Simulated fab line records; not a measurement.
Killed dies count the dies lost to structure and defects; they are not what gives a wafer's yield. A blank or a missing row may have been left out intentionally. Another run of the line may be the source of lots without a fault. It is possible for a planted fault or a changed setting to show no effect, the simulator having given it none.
Which of the tools did it? | flow nand harc | 36 wafers from 12 lots sampled at 6 of the route's 1302 steps

== WHAT THE GAUGES SHOWED, per wafer ==
NHARC_A_M1_INSPECT_11.
lot  | measured     | on                | raw defect count
L501 | day 23 14:38 | defect inspect-01 | 105 109 105
L503 | day 23 17:10 | defect inspect-02 | 61 73 62
L504 | day 24 02:54 | defect inspect-01 | 53 55 53
L505 | day 25 13:10 | defect inspect-01 | 145 165 165
L506 | day 25 20:44 | defect inspect-02 | 28 33 27
L507 | day 26 02:59 | defect inspect-02 | 35 22 34
L515 | day 29 06:32 | defect inspect-02 | 30 28 19
L519 | day 31 00:09 | defect inspect-01 | 100 118 106
L518 | day 31 03:04 | defect inspect-01 | 89 74 85
L522 | day 31 12:08 | defect inspect-02 | 113 110 113
L524 | day 32 03:17 | defect inspect-01 | 57 61 66
L523 | day 32 07:08 | defect inspect-01 | 90 76 82

NHARC_END_SORT_01.
lot  | measured     | on        | defect limited yield (%) | killed at array | killed at other | killed at periphery | killed dies | killed open | killed short | sort_bin_2_pct (%) | sort_bin_3_pct (%) | sort_bin_4_pct (%) | sort n pass | sort rim yield pct (%) | sort yield pct (%)
L503 | day 25 13:01 | prober-01 | 92.9 92.8 93.5           | 45 47 44        | 0 0 0           | 3 2 0               | 48 49 44    | 2 3 1       | 5 2 1        | 2.2 2.2 1.5        | 0.4 0.4 0.7        | 4.4 4.6 4.3        | 629 628 633 | 88 93 92               | 92.9 92.8 93.5

== WHAT TOOL EACH LOT RAN ON (gives the tool, then ch and the chambers of the sampled wafers, and finally the start) ==
lot  | NHARC_A_M1_PRE_CLEAN_30                 | NHARC_A_M1_ECD_22              | NHARC_A_M1_CMP_23             | NHARC_A_M1_DEP_33
L501 | pvd sputter-03, day 23 16:05 or earlier | ecd cu-02 ch 0,1, day 23 16:05 | cmp-04 ch 2,3, day 23 16:50   | pecvd-02 ch 0,2, day 23 17:28
L503 | pvd sputter-03, day 23 18:42 or earlier | ecd cu-01 ch 0,1, day 23 18:42 | cmp-02 ch 0,2,3, day 23 19:44 | pecvd-02 ch 0,1, day 23 20:22
L504 | pvd sputter-01, day 24 04:28 or earlier | ecd cu-02 ch 0,1, day 24 04:28 | cmp-02 ch 0,1,2, day 24 05:10 | pecvd-01 ch 0,1,2, day 24 05:47
L505 | pvd sputter-03, day 25 14:36 or earlier | ecd cu-01 ch 0,1, day 25 14:36 | cmp-04 ch 1,2,3, day 25 15:19 | pecvd-04 ch 1,2, day 25 15:56
L506 | pvd sputter-01, day 25 22:13 or earlier | ecd cu-01 ch 0,1, day 25 22:13 | cmp-02 ch 0,2,3, day 25 22:57 | pecvd-01 ch 0,1, day 25 23:41
L507 | pvd sputter-03, day 26 04:29 or earlier | ecd cu-01 ch 0, day 26 04:29   | cmp-03 ch 0,2, day 26 05:13   | pecvd-02 ch 0,2, day 26 05:52
L515 | pvd sputter-01, day 29 08:04 or earlier | ecd cu-02 ch 0,1, day 29 08:04 | cmp-04 ch 0,1,2, day 29 08:50 | pecvd-02 ch 1,2, day 29 09:28
L519 | pvd sputter-03, day 31 01:36 or earlier | ecd cu-01 ch 0,1, day 31 01:36 | cmp-04 ch 0,1,3, day 31 02:23 | pecvd-01 ch 0,1, day 31 03:02
L518 | pvd sputter-02, day 31 04:34 or earlier | ecd cu-02 ch 0,1, day 31 04:34 | cmp-03 ch 0,3, day 31 05:14   | pecvd-02 ch 0,1,2, day 31 05:54
L522 | pvd sputter-03, day 31 13:35 or earlier | ecd cu-01 ch 0,1, day 31 13:35 | cmp-04 ch 1,2,3, day 31 14:20 | pecvd-01 ch 1,2, day 31 15:14
L524 | pvd sputter-03, day 32 04:43 or earlier | ecd cu-01 ch 0,1, day 32 04:43 | cmp-03 ch 0,1,3, day 32 05:30 | pecvd-04 ch 0,1, day 32 06:08
L523 | pvd sputter-03, day 32 08:40 or earlier | ecd cu-01 ch 0,1, day 32 08:40 | cmp-03 ch 0,3, day 32 09:19   | pecvd-04 ch 0,1, day 32 09:54
- NHARC_A_M1_PRE_CLEAN_30: time 30 s.
- NHARC_A_M1_ECD_22: material Cu, target thk 400 nm.
- NHARC_A_M1_CMP_23: polishes, t overpolish 20 s, target thk 154.34 nm.
- NHARC_A_M1_DEP_33: deposits SiCN, target thk 30 nm.

== WHAT THE TOOLS THEMSELVES READ (means of the sampled wafers that have a number; where no wafer has one, the mark that the record gives instead) ==
NHARC_A_M1_PRE_CLEAN_30.
lot  | tool           | heater power w (W)
L501 | pvd sputter-03 | 451
L503 | pvd sputter-03 | 449
L504 | pvd sputter-01 | 399
L505 | pvd sputter-03 | 411
L506 | pvd sputter-01 | 401
L507 | pvd sputter-03 | 468
L515 | pvd sputter-01 | 381
L519 | pvd sputter-03 | 447
L518 | pvd sputter-02 | 403
L522 | pvd sputter-03 | 454
L524 | pvd sputter-03 | 402
L523 | pvd sputter-03 | 422

NHARC_A_M1_ECD_22.
lot  | tool      | bath temp c (C)
L501 | ecd cu-02 | 24.93
L503 | ecd cu-01 | 25.08
L504 | ecd cu-02 | 24.91
L505 | ecd cu-01 | 24.94
L506 | ecd cu-01 | 25.02
L507 | ecd cu-01 | 24.92
L515 | ecd cu-02 | 25.04
L519 | ecd cu-01 | 24.96
L518 | ecd cu-02 | 24.99
L522 | ecd cu-01 | 24.90
L524 | ecd cu-01 | 24.95
L523 | ecd cu-01 | 25.05

NHARC_A_M1_CMP_23.
lot  | tool   | edge zone pressure frac | motor current A (A) | time to endpoint s (s)
L501 | cmp-04 | 0.995                   | 13.5                | 30.9
L503 | cmp-02 | 1.001                   | 12.7                | 28.3
L504 | cmp-02 | 1.004                   | 12.9                | 27.6
L505 | cmp-04 | 0.999                   | 13.3                | 31.7
L506 | cmp-02 | 0.998                   | 12.3                | 29.7
L507 | cmp-03 | 0.999                   | 12.9                | 12.9
L515 | cmp-04 | 0.998                   | 12.5                | 28.4
L519 | cmp-04 | 1.005                   | 11.5                | 29.3
L518 | cmp-03 | 1.001                   | 12.4                | 28.6
L522 | cmp-04 | 1.002                   | 13.0                | 30.9
L524 | cmp-03 | 0.996                   | 12.1                | 29.0
L523 | cmp-03 | 0.995                   | 12.3                | 27.3

NHARC_A_M1_DEP_33.
lot  | tool     | heater power w (W)
L501 | pecvd-02 | 543
L503 | pecvd-02 | 516
L504 | pecvd-01 | 574
L505 | pecvd-04 | 661
L506 | pecvd-01 | 585
L507 | pecvd-02 | 595
L515 | pecvd-02 | 634
L519 | pecvd-01 | 544
L518 | pecvd-02 | 630
L522 | pecvd-01 | 555
L524 | pecvd-04 | 588
L523 | pecvd-04 | 599

== THE ANSWER, worked out from the rows above alone ==
Rule: usual is defined by the lots themselves. The widest of any qualifying gaps counts: lots, ordered by their means at a reading, are off when they make up no more than a third of the lots, leave a main group of 4 or more, and stand apart from it by 3 or more times the standard deviation of that group's means. If all means in a main group match to the digits the tables above print for the reading, that group is not used. Also off: a lot with no number at a reading for which 4 or more lots have one. Any other lot the step has rows for is counted as sound. The gauges are gone through in route order, then the tools' own readings, and for those a lot's mean is taken as printed above. The first step at which some lot is off is used, and at that step the reading that is off furthest; a lot without a number counts as furthest.
Off: L507 (NHARC_A_M1_CMP_23, time to endpoint s). Main group: mean 29.2 s, sd 1.4.
A tool fits if, at that step or a process step before it, it ran every lot that is off, and no sound lot after the first of them. NHARC_A_M1_PRE_CLEAN_30 gives no start for some lots, so the hours and the order of its lots are those of NHARC_A_M1_ECD_22. Of those tried, none fits.

== WHAT THE SIMULATOR PUT IN ==
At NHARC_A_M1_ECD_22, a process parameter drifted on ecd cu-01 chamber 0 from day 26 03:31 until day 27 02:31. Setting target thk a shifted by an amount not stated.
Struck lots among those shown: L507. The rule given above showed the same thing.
